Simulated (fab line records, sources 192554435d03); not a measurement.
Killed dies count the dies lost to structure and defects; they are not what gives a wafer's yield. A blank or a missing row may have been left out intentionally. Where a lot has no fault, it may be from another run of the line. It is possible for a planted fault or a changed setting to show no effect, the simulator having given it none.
fab line records ; flow n5Finfet
record: lots: 4; wafers: 12; lastDay: 21
route steps=1938 shown GATE_CUT@484 BEOL_M4@1111 PASSIVATION@1936
lots with no fault: from the same line, run without faults
startH: hours from the record's opening day to when the first of the lot's shown wafers began ; waitH: hours since the lot's step before ; " same as the row above ; L1.1+2: a row that stands for several wafers ; - value missing, or start not given ; * or withheld: withheld ; < > ~ a bound
route shown NAME@n: a module of which the file shows steps, and the number in the route of the first ; usual: mean and standard deviation over wafers with no fault ; same: alike in all rows ; chamber/n: place in a boat ; sites: the reading at each site ; _std_site: how widely they spread, as a standard deviation ; _edge_site: mean of outer sites minus mean of inner sites ; radiusMm: how far each site lies from the wafer's centre ; mask NAME#n: copy n ; behind: tool/chamber where the wafer was last shaped ; hold: why the lot went on hold/how many hours it stayed there/how the hold came to an end ; device: transistor that didn't switch, given as n, p or np ; end of line: tests run on the same wafers once the route is complete ; a step without rows: its recipe alone ; killed: at the first sort, the dies lost to defects and structure; wafer yield is something else ; map: shows each die of a wafer: x if killed, . if not, _ if none is there
set.NAME: the setting the step ran with; set.NAME@STEP: the setting that earlier step ran with ; model.NAME: the simulator's own value behind a step, which no gauge read
lots seen at some steps along the route; tables by step, rows by wafer
services: from which hour (startH, from the record's first day; less than 0 if before it) a tool's chamber was out of use, for how many hours, and why
== steps ==
step: N5_GATE_CUT_EXPOSE_10
recipe: maskId: GATE_CUT; na: 0.33; sourceShape: annular; sigmaInner: 0.35; sigmaOuter: 0.8; polarization: unpolarized; targetCdNm: 20; doseMj: 43.25
step: N5_GATE_CUT_PEB_11
recipe: pebTempC: 100; pebTimeS: 60; resist: CAR-EUV
step: N5_GATE_CUT_DEVELOP_12
recipe: developTimeS: 30; developer: TMAH; resist: CAR-EUV; rinseLiquid: surfactantRinse; dry: airSpin; devTempC: 23
step: N5_GATE_CUT_DESCUM_18
recipe: chemistry: O2; timeS: 7; sourcePowerW: 50; biasPowerW: 20; pressureMtorr: 20; rfFrequencyHz: 2.712e+07; tempC: 40; resist: CAR-EUV; o2FlowSccm: 225
step: N5_GATE_CUT_ETCH_28
recipe: chemistry: N2/H2; target: underlayer; targetDepthA: 130; maskMaterial: CAR-EUV; timeS: 10.4; ionEnergyEv: 200; pressureMtorr: 30; sourceW: 840; biasW: 150; n2FlowSccm: 200; h2FlowSccm: 200; ends: cleared
step: N5_GATE_CUT_ETCH_36
recipe: chemistry: CF4; target: SiARC; targetDepthA: 130; maskMaterial: CAR-EUV; timeS: 21.7; ionEnergyEv: 80; pressureMtorr: 40; sourceW: 545; biasW: 36; Ar_flow_sccm: 100; cf4FlowSccm: 100; ends: cleared
step: N5_GATE_CUT_ETCH_37
recipe: chemistry: N2/H2; target: SOC; targetDepthA: 600; overetchA: 120; maskMaterial: SiARC; tempC: 40; timeS: 90; ionEnergyEv: 200; pressureMtorr: 30; sourceW: 840; biasW: 150; n2FlowSccm: 200; h2FlowSccm: 200
step: N5_GATE_CUT_STRIP_38
recipe: chemistry: N2/H2; tempC: 40; n2FlowSccm: 200; h2FlowSccm: 200; rfFrequencyHz: 6e+07
step: N5_GATE_CUT_STRIP_39
recipe: chemistry: N2/H2; tempC: 40; n2FlowSccm: 200; h2FlowSccm: 200; rfFrequencyHz: 6e+07
step: N5_GATE_CUT_HM_OPEN_40
recipe: chemistry: C4F6/O2; target: SiO2; maskMaterial: SiARC; targetDepthA: 1390; timeS: 85.1; ionEnergyEv: 250; pressureMtorr: 30; sourceW: 345; biasW: 185; Ar_flow_sccm: 300; C4F6_flow_sccm: 10; O2_flow_sccm: 10; ends: cleared
usual: C4F6_flow_sccm: 9.996/0.029; O2_flow_sccm: 10.00/0.033; drypumpMotorCurrentA: 5.6/0.47; etchRfOnTimeS: 95.0/2.2; oesProductAu: 0.69/0.046; rfVppV: 676/19; showerheadPlenumPTorr: 2.85/0.12; throttleValvePct: 20.97/0.22
lot.wafer;tool;chamber;startH;waitH;C4F6_flow_sccm;O2_flow_sccm;drypumpMotorCurrentA;etchRfOnTimeS;oesProductAu;rfHoursCounterH;rfVppV;showerheadPlenumPTorr;throttleValvePct;model.SOC_of_GATE_CUT_COAT_34.thkNm;model.SiARC_of_GATE_CUT_COAT_35.thkNm
L425.1;rieDiel-06;3;135.62;0.0;-;-;-;-;-;-;-;-;-;60.4;5.8
L425.4;rieDiel-06;2;135.62;0.0;-;-;-;-;-;-;-;-;-;60.4;6.2
L425.5;rieDiel-06;3;135.62;0.0;-;-;-;-;-;-;-;-;-;60.2;5.8
L427.1;rieDiel-05;2;151.93;0.0;-;-;-;-;-;-;-;-;-;60.2;6
L427.5;rieDiel-05;2;151.93;0.0;-;-;-;-;-;-;-;-;-;60.2;6
L427.6;rieDiel-05;3;151.93;0.0;-;-;-;-;-;-;-;-;-;60;6
L434.1;rieDiel-05;2;192.93;0.0;9.946;9.98;6.1;92.3;0.71;129;656;2.99;20.92;32.8;0
L434.4;rieDiel-05;1;192.93;0.0;9.985;9.98;5.6;100.4;0.64;206;649;2.95;21.17;32.6;0
L434.6;rieDiel-05;2;192.93;0.0;9.953;10.00;6.1;91.1;0.71;-;656;2.99;20.91;33;0
L437.3;rieDiel-05;2;211.83;0.0;10.023;10.00;6.1;94.1;0.70;135;657;2.99;20.94;31.8;0
L437.4;rieDiel-05;0;211.83;0.0;9.968;10.05;5.0;95.9;0.65;184;690;2.71;21.02;32;0
L437.5;rieDiel-05;1;211.83;0.0;10.017;10.02;5.6;99.2;0.63;-;648;2.95;21.20;32.2;0
step: N5_GATE_CUT_STRIP_41
recipe: chemistry: CF4; resist: SiARC; powerW: 300; biasPowerW: 75; pressureMtorr: 50; cf4FlowSccm: 150; rfFrequencyHz: 6e+07
usual: drypumpMotorCurrentA: 5.6/0.46; oesProductAu: 0.177/0.012; powerW: 300.0/0.86; rfVppV: 271.3/1.6; showerheadPlenumPTorr: 1.80/0.07; throttleValvePct: 13.66/0.2
lot.wafer;tool;chamber;startH;waitH;drypumpMotorCurrentA;oesProductAu;powerW;rfHoursCounterH;rfVppV;showerheadPlenumPTorr;throttleValvePct
L425.1;rieDiel-06;3;135.69;0.0;6.0;0.671;300.3;247;271.8;1.82;13.85
L425.4;rieDiel-06;2;135.69;0.0;5.6;0.720;299.9;199;270.7;1.80;13.62
L425.5;rieDiel-06;3;135.69;0.0;6.0;0.667;300.0;-;271.5;1.82;13.85
L427.1;rieDiel-05;2;151.99;0.0;6.1;0.789;301.3;110;273.3;1.89;13.45
L427.5;rieDiel-05;2;151.99;0.0;6.1;0.776;300.9;-;273.6;1.89;13.47
L427.6;rieDiel-05;3;151.99;0.0;5.7;0.747;299.3;-;269.4;1.71;13.46
L434.1;rieDiel-05;2;192.99;0.0;6.1;0.174;299.9;129;273.0;1.88;13.51
L434.4;rieDiel-05;1;192.99;0.0;5.5;0.167;300.3;206;271.3;1.84;13.80
L434.6;rieDiel-05;2;192.99;0.0;6.1;0.180;299.4;-;274.2;1.88;13.52
L437.3;rieDiel-05;2;211.89;0.0;6.1;0.178;298.8;135;272.9;1.88;13.51
L437.4;rieDiel-05;0;211.89;0.0;5.0;0.166;300.8;184;269.3;1.73;13.78
L437.5;rieDiel-05;1;211.89;0.0;5.5;0.168;300.2;-;271.8;1.84;13.81
step: N5_GATE_CUT_STRIP_42
recipe: chemistry: O2; powerW: 400; tempC: 40; pressureMtorr: 30; rfFrequencyHz: 6e+07; biasPowerW: 0; overashFraction: 0.3; o2FlowSccm: 225
step: N5_GATE_CUT_ETCH_19
recipe: chemistry: CH3F/O2; target: SiNx; maskMaterial: SiO2; targetDepthA: 537; timeS: 76.7; pressureMtorr: 30; sourceW: 395; biasW: 73; Ar_flow_sccm: 150; CH3F_flow_sccm: 30; O2_flow_sccm: 20; ionEnergyEv: 120; ends: cleared
usual: drypumpMotorCurrentA: 5.6/0.46; etchRfOnTimeS: 77.5/1.4; oesProductAu: 0.65/0.044; rfVppV: 302/8.5; showerheadPlenumPTorr: 2.01/0.085; throttleValvePct: 16.40/0.21
lot.wafer;tool;chamber;startH;waitH;drypumpMotorCurrentA;etchRfOnTimeS;oesProductAu;rfHoursCounterH;rfVppV;showerheadPlenumPTorr;throttleValvePct
L425.1;rieDiel-06;3;135.75;0.0;6.0;191.7;0.25;247;306;2.06;16.64
L425.4;rieDiel-06;2;135.75;0.0;5.5;191.8;0.28;199;295;2.00;16.31
L425.5;rieDiel-06;3;135.75;0.0;6.0;191.7;0.26;-;302;2.06;16.68
L427.1;rieDiel-05;2;152.05;0.0;6.2;191.8;0.30;110;294;2.11;16.21
L427.5;rieDiel-05;2;152.05;0.0;6.1;191.7;0.30;-;293;2.11;16.21
L427.6;rieDiel-05;3;152.05;0.0;5.7;191.7;0.28;-;298;1.91;16.21
L434.1;rieDiel-05;2;193.05;0.0;6.1;76.2;0.66;129;293;2.11;16.29
L434.4;rieDiel-05;1;193.05;0.0;5.5;79.2;0.60;206;289;2.07;16.58
L434.6;rieDiel-05;2;193.05;0.0;6.2;76.9;0.66;-;294;2.11;16.28
L437.3;rieDiel-05;2;211.95;0.0;6.1;76.3;0.66;135;296;2.10;16.30
L437.4;rieDiel-05;0;211.95;0.0;5.0;77.3;0.62;184;307;1.90;16.48
L437.5;rieDiel-05;1;211.95;0.0;5.6;78.2;0.61;-;288;2.07;16.58
step: N5_GATE_CUT_CUT_ETCH_53
recipe: chemistry: SF6/Cl2; target: W; maskMaterial: SiO2; targetDepthA: 792; pressureMtorr: 8; icpW: 900; biasW: 80; SF6_flow_sccm: 40; Cl2_flow_sccm: 60; ends: cleared
usual: drypumpMotorCurrentA: 6.2/0.44; etchRfOnTimeS: 26.5/0.86; oesProductAu: 0.70/0.14; throttleValvePct: 28.8/0.43
lot.wafer;tool;chamber;startH;waitH;drypumpMotorCurrentA;etchRfOnTimeS;oesProductAu;rfHoursCounterH;throttleValvePct
L425.1;rieMetal-03;1;135.85;0.1;5.6;34.3;0.27;70;26.7
L425.4;rieMetal-03;1;135.85;0.1;5.6;34.3;0.27;-;26.7
L425.5;rieMetal-03;1;135.85;0.1;5.6;34.3;0.27;-;26.7
L427.1;rieMetal-01;1;152.15;0.1;6.7;34.3;0.23;120;28.1
L427.5;rieMetal-01;1;152.15;0.1;6.7;34.3;0.23;-;28.1
L427.6;rieMetal-01;0;152.15;0.1;6.0;34.3;0.36;-;27.3
L434.1;rieMetal-01;1;193.16;0.1;6.7;26.8;0.55;124;29.5
L434.4;rieMetal-01;1;193.16;0.1;6.7;27.0;0.55;-;29.5
L434.6;rieMetal-01;1;193.16;0.1;6.7;26.9;0.56;-;29.5
L437.3;rieMetal-02;0;212.08;0.1;6.6;24.9;0.88;-;28.3
L437.4;rieMetal-02;1;212.08;0.1;5.7;27.4;0.79;-;28.7
L437.5;rieMetal-02;1;212.08;0.1;5.7;27.2;0.79;-;28.7
step: N5_GATE_CUT_CUT_ETCH_54
recipe: chemistry: Cl2/BCl3; target: TiN; maskMaterial: SiO2; targetDepthA: 967; pressureMtorr: 10; icpW: 1000; biasW: 126; Cl2_flow_sccm: 53.25; bcl3FlowSccm: 21.75; Ar_flow_sccm: 25; ends: cleared
usual: drypumpMotorCurrentA: 6.2/0.44; etchRfOnTimeS: 37.0/1.2; oesProductAu: 0.70/0.14; throttleValvePct: 22.3/0.35
lot.wafer;tool;chamber;startH;waitH;drypumpMotorCurrentA;etchRfOnTimeS;oesProductAu;rfHoursCounterH;throttleValvePct
L425.1;rieMetal-03;1;135.97;0.1;5.6;47.9;0.27;70;22.3
L425.4;rieMetal-03;1;135.97;0.1;5.6;47.9;0.27;-;22.3
L425.5;rieMetal-03;1;135.97;0.1;5.6;47.9;0.27;-;22.3
L427.1;rieMetal-01;1;152.21;0.0;6.7;47.9;0.23;120;23.3
L427.5;rieMetal-01;1;152.21;0.0;6.7;47.9;0.23;-;23.4
L427.6;rieMetal-01;0;152.21;0.0;6.0;47.9;0.36;-;22.6
L434.1;rieMetal-01;1;193.22;0.0;6.7;37.8;0.55;124;22.8
L434.4;rieMetal-01;1;193.22;0.0;6.8;38.1;0.55;-;22.8
L434.6;rieMetal-01;1;193.22;0.0;6.8;38.2;0.55;-;22.8
L437.3;rieMetal-02;0;212.14;0.0;6.6;34.3;0.88;-;21.9
L437.4;rieMetal-02;1;212.14;0.0;5.7;37.7;0.80;-;22.1
L437.5;rieMetal-02;1;212.14;0.0;5.7;37.6;0.80;-;22.1
step: N5_GATE_CUT_CUT_ETCH_55
recipe: chemistry: BCl3; target: HfO2; maskMaterial: SiO2; targetDepthA: 32; ionEnergyEv: 30; pressureMtorr: 5; icpW: 450; biasW: 18; bcl3FlowSccm: 80
usual: drypumpMotorCurrentA: 6.2/0.44; oesProductAu: 0.77/0.16; throttleValvePct: 33.0/0.58
lot.wafer;tool;chamber;startH;waitH;drypumpMotorCurrentA;oesProductAu;rfHoursCounterH;throttleValvePct
L425.1;rieMetal-03;1;136.09;0.1;5.6;0.27;70;32.2
L425.4;rieMetal-03;1;136.09;0.1;5.6;0.28;-;32.2
L425.5;rieMetal-03;1;136.09;0.1;5.6;0.27;-;32.2
L427.1;rieMetal-01;1;152.27;0.0;6.7;0.23;120;33.9
L427.5;rieMetal-01;1;152.27;0.0;6.7;0.23;-;33.9
L427.6;rieMetal-01;0;152.27;0.0;6.0;0.36;-;32.8
L434.1;rieMetal-01;1;193.28;0.0;6.7;0.63;124;33.9
L434.4;rieMetal-01;1;193.28;0.0;6.7;0.63;-;33.9
L434.6;rieMetal-01;1;193.28;0.0;6.7;0.63;-;33.9
L437.3;rieMetal-02;0;212.19;0.0;6.6;0.94;-;32.3
L437.4;rieMetal-02;1;212.19;0.0;5.7;0.89;-;32.6
L437.5;rieMetal-02;1;212.19;0.0;5.7;0.89;-;32.6
step: N5_BEOL_M4_RC_MEAS_101
usual: DIBL_N: 36.1/2.3; DIBL_P: 36/3.2; IOFF_N: 0.16/0.045; IOFF_P: 0.21/0.049; ION_N: 674/14; ION_P: 462/8.4; SS_N: 71.6/0.83; SS_P: 73.2/0.87; VT_N: 249/3.8; VT_P: -250/3.4
lot.wafer;tool;chamber;startH;waitH;DIBL_N[mV/V];DIBL_P[mV/V];IOFF_N[nA/um];IOFF_P[nA/um];ION_N[uA/um];ION_P[uA/um];SS_N[mV/dec];SS_P[mV/dec];VT_N[mV];VT_P[mV]
L434.1;prober-02;0;355.51;0.0;32.8;31;0.12;0.17;675;467;70.1;72.3;249;-251
L434.4;prober-02;0;355.51;0.0;38.0;37;0.21;0.26;693;476;71.4;73.5;242;-247
L434.6;prober-02;0;355.51;0.0;34.9;34;0.16;0.22;682;478;70.3;73.2;245;-246
L437.3;prober-02;0;389.14;0.3;34.9;37;0.16;0.24;673;466;71.2;73.5;247;-246
L437.4;prober-02;0;389.14;0.3;33.5;35;0.15;0.21;674;465;71.0;72.2;247;-249
L437.5;prober-02;0;389.14;0.3;39.4;42;0.26;0.34;691;476;72.0;74.5;243;-242
step: N5_PASSIVATION_PROBE_49
usual: defectLimitedYield: 90.9/1.6; killed_at_M0_to_M3: 37/11; killed_at_M4_up: 15/5.6; killedAtContacts: 13/6.4; killedAtFrontEnd: 39/11; killedAtOther: 4/3.1; killedDies: 107/19; killedOnRim: 14/4.3; killedOpen: 71/14; killedShort: 34/7.8; sort_bin_5_function: 5.3/1; sort_bin_6_memory: 3.4/0.72; sortNPass: 1072/20; sortYieldPct: 90.9/1.7
same: grossDies: 1180; killedAtBackSide: 0; sort_bin_4_leakage[%]: 0; sort_bin_8_speed[%]: 0
lot.wafer;tool;chamber;startH;waitH;defectLimitedYield[%];killed_at_M0_to_M3;killed_at_M4_up;killedAtContacts;killedAtFrontEnd;killedAtOther;killedDies;killedOnRim;killedOpen;killedShort;sort_bin_5_function[%];sort_bin_6_memory[%];sortNPass;sortYieldPct[%]
L425.1;prober-02;-;434.91;0.0;0;38;15;15;1110;2;1180;152;79;40;96.2;3.6;0;0
L425.4;prober-02;-;435.06;0.2;0;29;19;19;1113;0;1180;152;59;27;96.4;3.4;0;0
L425.5;prober-02;-;435.11;0.2;0;28;13;14;1124;1;1180;152;64;24;96.5;3.3;0;0
L427.1;prober-01;-;450.55;0.0;0;55;26;17;1081;1;1180;152;104;52;94.0;5.6;0;0
L427.5;prober-01;-;450.75;0.2;0;42;15;14;1106;3;1180;152;80;44;96.1;3.3;0;0
L427.6;prober-01;-;450.80;0.3;0;31;15;19;1115;0;1180;152;76;40;96.4;3.2;0;0
L437.5;prober-02;-;496.37;0.2;90.2;50;13;11;32;10;116;18;75;40;5.6;3.8;1064;90.2
killed by level:class
L425.1 GATE_CUT:areaOpen=1061 BEOL_M2:geometricParticle:open=14 STI_FIN_REVEAL:geometricParticle:open=13 MOL_CONTACT_COAG:geometricParticle:open=11 FIN_SAQP:geometricParticle:short=9 FIN_SAQP:geometricParticle:open=8 BEOL_M3:geometricParticle:open=7 MOL_CONTACT_COAG:geometricParticle:short=4
L425.4 GATE_CUT:areaOpen=1093 BEOL_M4:geometricParticle:open=14 MOL_CONTACT_COAG:geometricParticle:open=10 MOL_CONTACT_COAG:geometricParticle:short=9 BEOL_M1:geometricParticle:open=6 BEOL_M2:geometricParticle:open=6 STI_FIN_REVEAL:geometricParticle:open=5 BEOL_M0_SAQP:geometricParticle:open=5
L425.5 GATE_CUT:areaOpen=1092 MOL_CONTACT_COAG:geometricParticle:open=12 FIN_SAQP:geometricParticle:short=8 BEOL_M3:geometricParticle:open=8 BEOL_M2:geometricParticle:open=6 BEOL_M4:geometricParticle:open=5 FIN_SAQP:geometricParticle:open=4 STI_FIN_REVEAL:geometricParticle:open=4
L427.1 GATE_CUT:areaOpen=1024 STI_FIN_REVEAL:geometricParticle:open=21 BEOL_M0_SAQP:geometricParticle:open=21 BEOL_M4:geometricParticle:open=16 BEOL_M0_SAQP:geometricParticle:short=15 MOL_CONTACT_COAG:geometricParticle:open=11 FIN_SAQP:geometricParticle:open=8 STI_FIN_REVEAL:geometricParticle:short=7
L427.5 GATE_CUT:areaOpen=1055 MOL_CONTACT_COAG:geometricParticle:open=12 STI_FIN_REVEAL:geometricParticle:open=11 BEOL_M0_SAQP:geometricParticle:short=10 GATE_CUT:geometricParticle:short=9 BEOL_M3:geometricParticle:open=9 GATE_CUT:geometricParticle:open=8 BEOL_M4:geometricParticle:open=8
L427.6 GATE_CUT:areaOpen=1064 MOL_CONTACT_COAG:geometricParticle:open=17 STI_FIN_REVEAL:geometricParticle:open=12 FIN_SAQP:geometricParticle:short=10 BEOL_M0_SAQP:geometricParticle:short=10 FIN_SAQP:geometricParticle:open=9 BEOL_M4:geometricParticle:open=8 BEOL_M0_SAQP:geometricParticle:open=7
L437.5 BEOL_M2:geometricParticle:open=12 STI_FIN_REVEAL:geometricParticle:open=11 BEOL_M0_SAQP:geometricParticle:short=11 BEOL_M0_SAQP:geometricParticle:open=10 MOL_CONTACT_COAG:geometricParticle:open=8 BEOL_M3:geometricParticle:open=8 FIN_SAQP:geometricParticle:open=6 FIN_SAQP:geometricParticle:short=5
map L425.1 (x killed, . not)
_________________xxxxxxxxxxxx________________
______________xxxxxxxxxxxxxxxxxx_____________
___________xxxxxxxxxxxxxxxxxxxxxxxx__________
__________xxxxxxxxxxxxxxxxxxxxxxxxxx_________
________xxxxxxxxxxxxxxxxxxxxxxxxxxxxxx_______
_______xxxxxxxxxxxxxxxxxxxxxxxxxxxxxxxx______
______xxxxxxxxxxxxxxxxxxxxxxxxxxxxxxxxxx_____
_____xxxxxxxxxxxxxxxxxxxxxxxxxxxxxxxxxxxx____
____xxxxxxxxxxxxxxxxxxxxxxxxxxxxxxxxxxxxxx___
___xxxxxxxxxxxxxxxxxxxxxxxxxxxxxxxxxxxxxxxx__
___xxxxxxxxxxxxxxxxxxxxxxxxxxxxxxxxxxxxxxxx__
__xxxxxxxxxxxxxxxxxxxxxxxxxxxxxxxxxxxxxxxxxx_
__xxxxxxxxxxxxxxxxxxxxxxxxxxxxxxxxxxxxxxxxxx_
_xxxxxxxxxxxxxxxxxxxxxxxxxxxxxxxxxxxxxxxxxxxx
_xxxxxxxxxxxxxxxxxxxxxxxxxxxxxxxxxxxxxxxxxxxx
_xxxxxxxxxxxxxxxxxxxxxxxxxxxxxxxxxxxxxxxxxxxx
_xxxxxxxxxxxxxxxxxxxxxxxxxxxxxxxxxxxxxxxxxxxx
_xxxxxxxxxxxxxxxxxxxxxxxxxxxxxxxxxxxxxxxxxxxx
_xxxxxxxxxxxxxxxxxxxxxxxxxxxxxxxxxxxxxxxxxxxx
_xxxxxxxxxxxxxxxxxxxxxxxxxxxxxxxxxxxxxxxxxxxx
_xxxxxxxxxxxxxxxxxxxxxxxxxxxxxxxxxxxxxxxxxxxx
__xxxxxxxxxxxxxxxxxxxxxxxxxxxxxxxxxxxxxxxxxx_
__xxxxxxxxxxxxxxxxxxxxxxxxxxxxxxxxxxxxxxxxxx_
___xxxxxxxxxxxxxxxxxxxxxxxxxxxxxxxxxxxxxxxx__
___xxxxxxxxxxxxxxxxxxxxxxxxxxxxxxxxxxxxxxxx__
____xxxxxxxxxxxxxxxxxxxxxxxxxxxxxxxxxxxxxx___
_____xxxxxxxxxxxxxxxxxxxxxxxxxxxxxxxxxxxx____
______xxxxxxxxxxxxxxxxxxxxxxxxxxxxxxxxxx_____
_______xxxxxxxxxxxxxxxxxxxxxxxxxxxxxxxx______
________xxxxxxxxxxxxxxxxxxxxxxxxxxxxxx_______
__________xxxxxxxxxxxxxxxxxxxxxxxxxx_________
___________xxxxxxxxxxxxxxxxxxxxxxxx__________
______________xxxxxxxxxxxxxxxxxx_____________
_________________xxxxxxxxxxxx________________
map L427.1 (x killed, . not)
_________________xxxxxxxxxxxx________________
______________xxxxxxxxxxxxxxxxxx_____________
___________xxxxxxxxxxxxxxxxxxxxxxxx__________
__________xxxxxxxxxxxxxxxxxxxxxxxxxx_________
________xxxxxxxxxxxxxxxxxxxxxxxxxxxxxx_______
_______xxxxxxxxxxxxxxxxxxxxxxxxxxxxxxxx______
______xxxxxxxxxxxxxxxxxxxxxxxxxxxxxxxxxx_____
_____xxxxxxxxxxxxxxxxxxxxxxxxxxxxxxxxxxxx____
____xxxxxxxxxxxxxxxxxxxxxxxxxxxxxxxxxxxxxx___
___xxxxxxxxxxxxxxxxxxxxxxxxxxxxxxxxxxxxxxxx__
___xxxxxxxxxxxxxxxxxxxxxxxxxxxxxxxxxxxxxxxx__
__xxxxxxxxxxxxxxxxxxxxxxxxxxxxxxxxxxxxxxxxxx_
__xxxxxxxxxxxxxxxxxxxxxxxxxxxxxxxxxxxxxxxxxx_
_xxxxxxxxxxxxxxxxxxxxxxxxxxxxxxxxxxxxxxxxxxxx
_xxxxxxxxxxxxxxxxxxxxxxxxxxxxxxxxxxxxxxxxxxxx
_xxxxxxxxxxxxxxxxxxxxxxxxxxxxxxxxxxxxxxxxxxxx
_xxxxxxxxxxxxxxxxxxxxxxxxxxxxxxxxxxxxxxxxxxxx
_xxxxxxxxxxxxxxxxxxxxxxxxxxxxxxxxxxxxxxxxxxxx
_xxxxxxxxxxxxxxxxxxxxxxxxxxxxxxxxxxxxxxxxxxxx
_xxxxxxxxxxxxxxxxxxxxxxxxxxxxxxxxxxxxxxxxxxxx
_xxxxxxxxxxxxxxxxxxxxxxxxxxxxxxxxxxxxxxxxxxxx
__xxxxxxxxxxxxxxxxxxxxxxxxxxxxxxxxxxxxxxxxxx_
__xxxxxxxxxxxxxxxxxxxxxxxxxxxxxxxxxxxxxxxxxx_
___xxxxxxxxxxxxxxxxxxxxxxxxxxxxxxxxxxxxxxxx__
___xxxxxxxxxxxxxxxxxxxxxxxxxxxxxxxxxxxxxxxx__
____xxxxxxxxxxxxxxxxxxxxxxxxxxxxxxxxxxxxxx___
_____xxxxxxxxxxxxxxxxxxxxxxxxxxxxxxxxxxxx____
______xxxxxxxxxxxxxxxxxxxxxxxxxxxxxxxxxx_____
_______xxxxxxxxxxxxxxxxxxxxxxxxxxxxxxxx______
________xxxxxxxxxxxxxxxxxxxxxxxxxxxxxx_______
__________xxxxxxxxxxxxxxxxxxxxxxxxxx_________
___________xxxxxxxxxxxxxxxxxxxxxxxx__________
______________xxxxxxxxxxxxxxxxxx_____________
_________________xxxxxxxxxxxx________________
== services ==
tool;chamber;startH;hours;kind
rieMetal-01;0;116.17;-;clean
rieMetal-01;0;116.17;14.7;scheduledDown
rieMetal-01;0;116.17;14.7;ventCycle
rieMetal-03;0;127.76;-;clean
rieMetal-03;0;127.76;21.4;scheduledDown
rieMetal-03;0;127.76;21.4;ventCycle
rieDiel-06;3;141.41;1.3;repair
rieDiel-06;3;156.83;2.9;repair
rieDiel-06;3;159.87;-;clean
rieDiel-06;3;159.87;-;consumableReplace:focusRing
rieDiel-06;3;159.87;22.0;scheduledDown
rieDiel-06;3;159.87;22.0;ventCycle
rieMetal-02;0;178.56;-;clean
rieMetal-02;0;178.56;14.0;scheduledDown
rieMetal-02;0;178.56;14.0;ventCycle
rieDiel-05;3;183.44;8.8;repair
rieMetal-01;-;210.33;1.8;repair
rieDiel-06;0;211.17;17.1;repair
== key ==
firstSign: step: N5_GATE_CUT_HM_OPEN_40; reading: toolRecord; direction: missing
effect: step: N5_GATE_CUT_STRIP_41; reading: oesProductAu; direction: up; sigmas: 44; usual: 0.177; struck: 0.728
effect: step: N5_GATE_CUT_ETCH_19; reading: etchRfOnTimeS; direction: up; sigmas: 82; usual: *; struck: *
effect: step: N5_GATE_CUT_CUT_ETCH_53; reading: etchRfOnTimeS; direction: up; sigmas: 9.1; usual: *; struck: *
effect: step: N5_GATE_CUT_CUT_ETCH_54; reading: etchRfOnTimeS; direction: up; sigmas: 9.3; usual: *; struck: *
effect: step: N5_GATE_CUT_CUT_ETCH_55; reading: oesProductAu; direction: down; sigmas: 3.2; usual: 0.77; struck: 0.27
effect: step: N5_PASSIVATION_PROBE_49; reading: killedAtFrontEnd; direction: up; sigmas: 96; usual: 39; struck: 1108
modelEffect: step: N5_GATE_CUT_HM_OPEN_40; value: SOC_of_GATE_CUT_COAT_34.thkNm; without: 31.93; struck: 60.23
moreKillsBornAt: N5_GATE_CUT_HM_OPEN_40@rieDiel-06: 3246; N5_GATE_CUT_HM_OPEN_40@rieDiel-05: 3143
metAt N5_GATE_CUT_HM_OPEN_40
struckWafers L425.1,L425.4,L425.5,L427.1,L427.5,L427.6
laterRowsLeftOut L425.1,L425.4,L425.5,L427.1,L427.5,L427.6
fault: kind: skippedStepWhole; tool: rieDiel-05,rieDiel-06; chamber: -; onsetH: 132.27; steps: N5_GATE_CUT_HM_OPEN_40; scope: struckLotsOnly
laterRowsLeftOut: the simulator's readings of these wafers behind a module that went badly wrong aren't trusted and aren't shown, but for the sort
